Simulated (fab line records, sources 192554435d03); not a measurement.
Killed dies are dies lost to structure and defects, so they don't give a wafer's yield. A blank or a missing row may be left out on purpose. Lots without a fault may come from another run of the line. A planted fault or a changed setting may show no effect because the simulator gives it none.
Which tool did it? | flow n5_finfet | 11 lots, 33 wafers sampled, at 2 steps of a route of 1938

WHAT THE GAUGES READ, wafer by wafer
N5_BEOL_M14_INSPECT_12: inspects for defects (macro).
lot  | measured     | on                | raw_defect_count
L579 | day 12 21:17 | defect_inspect-01 | 2 2 1
L580 | day 14 03:00 | defect_inspect-02 | 3 0 1
L583 | day 14 12:57 | defect_inspect-02 | 0 2 0
L584 | day 14 14:09 | defect_inspect-01 | 2 1 1
L586 | day 15 09:20 | defect_inspect-02 | 2 1 1
L588 | day 15 18:21 | defect_inspect-02 | 2 2 4
L592 | day 16 05:01 | defect_inspect-02 | 2 1 2
L590 | day 16 12:07 | defect_inspect-02 | 2 2 1
L591 | day 17 01:59 | defect_inspect-01 | 3 5 1
L593 | day 17 18:10 | defect_inspect-02 | 3 1 3
L600 | day 18 19:01 | defect_inspect-02 | 0 1 2

N5_BEOL_M14_OVL_MEAS_29.
lot  | measured     | on         | M14_OVL (nm)
L579 | day 12 22:07 | overlay-01 | 2 4 1
L580 | day 14 04:14 | overlay-02 | -2 -8 -4
L583 | day 14 13:54 | overlay-02 | 1 -2 3
L584 | day 14 15:19 | overlay-01 | -2 -1 0
L586 | day 15 10:17 | overlay-01 | 1 0 4
L588 | day 15 19:16 | overlay-01 | -2 -4 -6
L592 | day 16 06:01 | overlay-02 | -9 0 -7
L590 | day 16 12:56 | overlay-01 | -4 3 -4
L591 | day 17 02:59 | overlay-02 | 4 -4 1
L593 | day 17 19:21 | overlay-02 | -6 -4 4
L600 | day 18 19:58 | overlay-01 | -1 -3 3

WHICH TOOL RAN EACH LOT (tool, then ch and the chambers of the sampled wafers, then the start)
The record holds no process step before these readings.

WHAT THE TOOLS THEMSELVES READ (means of the sampled wafers that have a number; where no wafer has one, the mark that the record gives instead)
The record holds no such reading with a usual standard deviation.

THE ANSWER, worked out from the rows above alone
Rule: what is usual is taken from the lots themselves. Put in order of their means at a reading, lots are off if they are a third of the lots or fewer, leave a main group of 4 or more, and stand apart from it by a gap of 3 or more times the standard deviation of the main group's means; of several such gaps the widest counts. A main group whose means are all the same, to the digits that the tables above print for the reading, isn't used. A lot without any number at a reading at which 4 lots or more have one is off too. The other lots that the step has rows for count as sound. The gauges are gone through in route order, then the tools' own readings, and for those a lot's mean is taken as printed above. The first step at which some lot is off is used, and at that step the reading that is off furthest; a lot without a number counts as furthest.
No lot is off at any reading shown: from this, nothing can be told.

WHAT THE SIMULATOR HAD PUT IN
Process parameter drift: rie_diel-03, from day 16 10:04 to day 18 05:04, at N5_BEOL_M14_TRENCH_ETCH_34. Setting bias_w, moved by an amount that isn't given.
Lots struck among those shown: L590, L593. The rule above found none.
